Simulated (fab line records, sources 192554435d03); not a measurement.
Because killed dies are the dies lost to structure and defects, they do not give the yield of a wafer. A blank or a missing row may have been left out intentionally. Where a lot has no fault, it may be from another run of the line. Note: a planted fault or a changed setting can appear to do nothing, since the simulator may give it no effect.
Chamber matching	flow n5_finfet	4 sister chambers for N5_STI_FIN_REVEAL_ETCHBACK_08 on rie_diel-02
The step etches SiO2 in C4F6/O2, target depth 30.5 nm, time 10.167 s. 4 wafers are shown with their chamber, then 8 later ones without.

## EACH WAFER AND ITS CHAMBER
wafer	chamber	drypump_motor_current_A (A)
L081.4	1	5.4
L083.6	3	6.5
L089.2	2	5.5
L093.1	0	5.6

## WAFERS WITHOUT THEIR CHAMBER
wafer	drypump_motor_current_A (A)
L093.4	5.6
L093.5	5.6
L094.2	5.4
L094.4	5.6
L094.5	5.4
L095.2	6.6
L095.3	5.4
L095.4	5.4

## EACH ONE'S CHAMBER
wafer	from the rows above	in truth
L093.4	0	0
L093.5	0	0
L094.2	1	1
L094.4	0	0
L094.5	1	1
L095.2	3	3
L095.3	1	1
L095.4	1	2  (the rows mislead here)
Correct placement for 7 of the 8. From these rows, 0 cannot be placed. Number placed wrongly: 1.
How it was worked out, from the rows above alone: a wafer's distance from a chamber is the root of the sum, over the readings, of the square of ((its reading less the chamber's mean) divided by the reading's scatter). If the next closest chamber is less than 2 further off than the closest, the wafer can't be placed; otherwise it belongs to the closest. Each chamber's mean is taken over the wafers shown for it. The scatter: with one shown wafer a chamber, the root of the mean of the squares of how far each hidden wafer lies from its nearest shown one.
